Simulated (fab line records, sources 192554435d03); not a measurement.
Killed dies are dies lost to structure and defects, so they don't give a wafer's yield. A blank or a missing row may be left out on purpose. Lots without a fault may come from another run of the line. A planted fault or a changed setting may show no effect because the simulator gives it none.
A struck lot beside a sound one | flow n5_finfet | 35 steps out of a route of 1938
Sound: wafers L973.1, L973.3, L973.4. Struck: wafers L978.1, L978.3. The cause comes at the end.
At each step with rows: each side's tool, then ch and its chambers, then its first start. Under that, the readings that differ: sound wafers | struck wafers | difference of the means | sigmas: that difference in standard deviations of wafers without a fault.
alike: readings whose means differ by less than 2 such deviations, and words and numbers that are the same on both sides. not compared: withheld readings, readings that some wafer has no value for, bounds like >300 that may hide the same value, and numbers for which the record gives no deviation and whose values overlap.
The two part at a step that has a row with sigmas, a row that says differs or no value, or rows on one side only. Numbers that don't overlap but have no deviation are shown without sigmas and don't part them. A reading that every wafer of one side lacks parts them only if that side has two wafers or more.

N5_START_INSPECT_01: inspects for defects (unpatterned scan).
  sound on defect_inspect-01, day 1 18:02; struck on defect_inspect-02, day 3 00:02
  alike: raw_defect_count
then, 2 steps without rows for these wafers: N5_ZERO_LAYER_PRECLEAN_00 (cleans in SPM, time 600 s); N5_ZERO_LAYER_SRD_01 (time 30 s, dry time 30 s).
N5_ZERO_LAYER_PECVD_02: deposits SiO2 from SiH4/N2O, target thk 10 nm, time 6 s.
  sound on pecvd-01 ch 0,1,2, day 1 18:17; struck on pecvd-04 ch 0,2, day 3 00:17
  reading                                       | sound             | struck      | difference | sigmas
  model.SiO2_of_ZERO_LAYER_PECVD_02.thk_nm (nm) | 9.722 9.853 9.986 | 18.47 18.43 | +8.60      |
  alike: heater_power_w, showerhead_plenum_p_Torr
then, 8 steps without rows for these wafers: N5_ZERO_LAYER_HMDS_04 (time 60 s); N5_ZERO_LAYER_COAT_05 (resist thk 1000 nm); N5_ZERO_LAYER_EBR_07; N5_ZERO_LAYER_SOFTBAKE_06 (time 90 s); N5_ZERO_LAYER_EXPOSE_08 (exposes mask ZERO, defocus 0 nm, target cd 2000 nm); N5_ZERO_LAYER_PEB_09; N5_ZERO_LAYER_DEVELOP_10 (develop time 60 s); N5_ZERO_LAYER_HARDBAKE_23 (time 120 s).
N5_ZERO_LAYER_CD_MEAS_11: target cd 2000 nm.
  sound on cd_sem-03 ch 0, day 1 18:46; struck on cd_sem-03 ch 0, day 3 00:46
  alike: cd_nm
N5_ZERO_LAYER_DESCUM_16: chemistry O2, time 7.9 s.
  sound on rie_diel-06 ch 0,2,3, day 1 18:48; struck on rie_diel-01 ch 0,2, day 3 00:52
  reading                | sound          | struck    | difference | sigmas
  oes_product_au (a.u.)  | 0.78 0.79 0.83 | 0.69 0.75 | -0.08      | -2
  rf_hours_counter_h (h) | 114 111 94     | 228 168   | +92        |
  alike: drypump_motor_current_A, rf_vpp_V, showerhead_plenum_p_Torr, throttle_valve_pct
N5_ZERO_LAYER_ETCH_17: etches SiO2 in CF4, target depth 12 nm, time 13.3 s.
  sound on rie_diel-06 ch 0,2,3, day 1 18:50; struck on rie_diel-01 ch 0,2, day 3 00:54
  reading                | sound          | struck    | difference | sigmas
  oes_product_au (a.u.)  | 0.79 0.79 0.85 | 0.70 0.74 | -0.09      | -2
  rf_hours_counter_h (h) | 114 111 94     | 228 168   | +92        |
  alike: cf4_flow_sccm, drypump_motor_current_A, rf_vpp_V, showerhead_plenum_p_Torr, throttle_valve_pct
N5_ZERO_LAYER_ETCH_18: etches Si in HBr/Cl2, target depth 120 nm, time 40 s.
  sound on rie_si-04 ch 2,3, day 1 18:55; struck on rie_si-02 ch 0,3, day 3 00:58
  reading               | sound             | struck      | difference | sigmas
  oes_product_au (a.u.) | 1.005 1.010 1.008 | 0.978 0.976 | -0.031     | -2
  alike: drypump_motor_current_A, throttle_valve_pct
  not compared: rf_hours_counter_h
N5_ZERO_LAYER_STRIP_24: strips in O2.
  sound on plasma_asher-01 ch 0,1, day 1 19:01; struck on plasma_asher-01 ch 1, day 3 01:05
  alike: drypump_motor_current_A, heater_power_w, oes_product_au, strip_time_to_endpoint_s
  not compared: rf_hours_counter_h
then, 1 step without rows for these wafers: N5_ZERO_LAYER_STRIP_19 (strips in SPM, time 900 s).
N5_ZERO_LAYER_INSPECT_20: inspects for defects (darkfield).
  sound on defect_inspect-02, day 1 19:23; struck on defect_inspect-01, day 3 01:26
  alike: raw_defect_count
then, 8 steps without rows for these wafers: N5_WELL_APT_HMDS_01 (time 60 s); N5_WELL_APT_COAT_02 (resist thk 950 nm); N5_WELL_APT_EBR_04; N5_WELL_APT_SOFTBAKE_03 (time 60 s); N5_WELL_APT_EXPOSE_05 (exposes mask NWELL, defocus 0 nm, target cd 200 nm); N5_WELL_APT_PEB_06 (peb time 90 s); N5_WELL_APT_DEVELOP_07 (develop time 45 s); N5_WELL_APT_HARDBAKE_12 (time 120 s).
N5_WELL_APT_CD_MEAS_08: target cd 200 nm.
  sound on cd_sem-02 ch 0, day 1 19:41; struck on cd_sem-03 ch 0, day 3 01:44
  alike: cd_nm
N5_WELL_APT_OVL_MEAS_09:
  sound on overlay-01 ch 0, day 1 19:43; struck on overlay-01 ch 0, day 3 01:46
  alike: NWELL_OVL
N5_WELL_APT_INSPECT_10: inspects for defects (macro).
  sound on defect_inspect-01, day 1 19:44; struck on defect_inspect-02, day 3 01:47
  alike: raw_defect_count
N5_WELL_APT_DESCUM_13: chemistry O2, time 7.9 s.
  sound on rie_diel-02 ch 0,1,2, day 1 19:46; struck on rie_diel-04 ch 0,3, day 3 02:13
  alike: drypump_motor_current_A, oes_product_au, rf_vpp_V, showerhead_plenum_p_Torr, throttle_valve_pct
  not compared: rf_hours_counter_h
then, 2 steps without rows for these wafers: N5_WELL_APT_IMPLANT_14; N5_WELL_APT_IMPLANT_15.
-- the record jumps here: 6 days lie between the struck wafers' starts before and after (it left off in module WELL_APT and takes up again in module BEOL_M4, whose first step shown is number 1111 of the route) --
N5_BEOL_M4_RC_MEAS_101:
  sound on prober-01 ch 0, day 8 07:28; struck on prober-01 ch 0, day 9 08:35
  reading             | sound                     | struck            | difference | sigmas
  CJ_N                | 4.38 4.24 4.25            | 4.99 4.93         | +0.67      | +7
  CJ_P                | 5.84 5.49 5.95            | 4.60 4.08         | -1.42      | -6
  DIBL_P (mV/V)       | 34.6 31.9 34.9            | 40.7 38.2         | +5.7       | +3
  IOFF_N_LONG (nA/um) | 5.34e-05 5.19e-05 5.3e-05 | 6.21e-05 6.11e-05 | +8.83e-06  | +4
  RS_NWELL (ohm/sq)   | 1035 1026 1027            | 1065 1069         | +38        | +5
  RS_PWELL (ohm/sq)   | 2997 2997 3010            | 3140 3116         | +127       | +6
  alike: DIBL_N, IOFF_N, IOFF_P, ION_N, ION_P, SS_N, SS_P, VT_N, VT_P
then, 1 step without rows for these wafers: N5_PASSIVATION_PROBE_49.

WHERE THEY PART
First at N5_ZERO_LAYER_DESCUM_16; last, within this record, at N5_BEOL_M4_RC_MEAS_101.

WHY: what the simulator had put in
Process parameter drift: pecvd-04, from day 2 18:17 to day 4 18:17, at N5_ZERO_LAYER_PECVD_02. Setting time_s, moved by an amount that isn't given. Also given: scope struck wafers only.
